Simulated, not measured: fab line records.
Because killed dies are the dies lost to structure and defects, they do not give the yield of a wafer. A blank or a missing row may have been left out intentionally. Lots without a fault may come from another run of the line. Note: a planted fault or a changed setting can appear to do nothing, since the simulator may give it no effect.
8D (eight disciplines) problem report, filled in by code | flow nand harc | the parts of the form that need people (team, actions taken, sign-off) are left out

## 1. PROBLEM STATEMENT
At NHARC_A_M1_INSPECT_11, raw defect count averages 956 over 2 wafers from 2 lots, while fault-free wafers read 83, standard deviation 39. Measured from the usual mean, that is +22 standard deviations.
First observed at day 28 03:36: wafer L650.4, on defect inspect-01. At this step, 33 wafers from 11 lots have a number in the record. Rule for "out" (also "out of limits"): further than 4 standard deviations from the usual mean. The other wafers with a number count as sound.

## 2. WHAT IT IS; WHAT IT IS NOT
question                    | is                                   | is not
which readings at this step | raw defect count                     | -
which lots                  | L650, L651                           | L637, L638, L639, L641, L642, L645, L654, L658, L660
which wafers of those lots  | L650.4, L651.1                       | L650.1, L650.3, L651.2, L651.4
read on which gauges        | defect inspect-01, defect inspect-02 | -
when                        | from day 28 03:36                    | up to then (20 sound wafers); but 11 sound wafers of L651, L654, L658, L660 came after

## 3. THE SUSPECTS, EACH WITH WHAT RULES IT OUT
Counting: a tool at a process step up to the reading stays a suspect if it ran every lot that is out. Sound lots after the first of them don't rule it out here, since some wafers of a struck lot are sound.
- the gauge at NHARC_A_M1_INSPECT_11 is ruled out. The wafers that are out were read on 2 gauges (defect inspect-01, defect inspect-02).
- pecvd-03 at NHARC_A_M0_PRE_CLEAN_31 (time 12 s): kept. It ran every lot that is out, first L650 (day 28 02:10); its last sound lot up to then is L645 (day 26 01:10).
- At NHARC_A_M0_PRE_CLEAN_31, inside pecvd-03: chamber 0 took the wafers that are out, while their sound lot-mates went through chambers 1, 2.
The count leaves pecvd-03 at NHARC_A_M0_PRE_CLEAN_31.

## 4. THE CAUSE (what the simulator had put in)
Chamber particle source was pecvd-03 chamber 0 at NHARC_A_M0_PRE_CLEAN_31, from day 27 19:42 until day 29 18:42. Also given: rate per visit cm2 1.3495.
The count eliminated every tool but this one.

## 5. SEQUENCE OF EFFECTS, ordered by route
One row per reading whose mean, taken over the struck wafers that have a number, lies over 3 standard deviations from the usual. Readings are gone through only where the record gives a usual standard deviation; hours: the median, over the lots, of the time from a lot's start at the first step in this table giving one to that lot's start at this step; sigmas: the change measured in usual standard deviations.
hours | step                  | reading              | usual  | on struck wafers | change | sigmas
0     | NHARC_A_M1_INSPECT_11 | raw defect count     | 83     | 956              | +874   | +22
36    | NHARC_END_SORT_01     | defect limited yield | 91.7 % | 80.7             | -11.0  | -4.4
36    | NHARC_END_SORT_01     | killed at array      | 52     | 128              | +76    | +4.2
36    | NHARC_END_SORT_01     | killed dies          | 56     | 131              | +75    | +4.4
36    | NHARC_END_SORT_01     | sort_bin_2_pct       | 3.0 %  | 8.8              | +5.8   | +5.3
36    | NHARC_END_SORT_01     | sort_bin_3_pct       | 0.6 %  | 4.2              | +3.6   | +9.9
36    | NHARC_END_SORT_01     | sort n pass          | 621    | 546              | -75    | -4.4
36    | NHARC_END_SORT_01     | sort yield pct       | 91.7 % | 80.7             | -11.0  | -4.4

## 6. HOW IT WOULD HAVE BEEN CAUGHT EARLIER
The first out-of-limits reading at a measuring or inspecting step in this record came at day 28 03:36, 8 hours after the fault's start at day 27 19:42.
Tool readings at NHARC_A_M0_PRE_CLEAN_31 with a usual standard deviation given in the record: none out on any struck wafer, hence no alarm at a limit of 4 standard deviations on them.
Of the lots that are out (2), L651 began NHARC_A_M0_PRE_CLEAN_31 on pecvd-03 after day 28 03:36. Holding the tool at that time would have saved it.
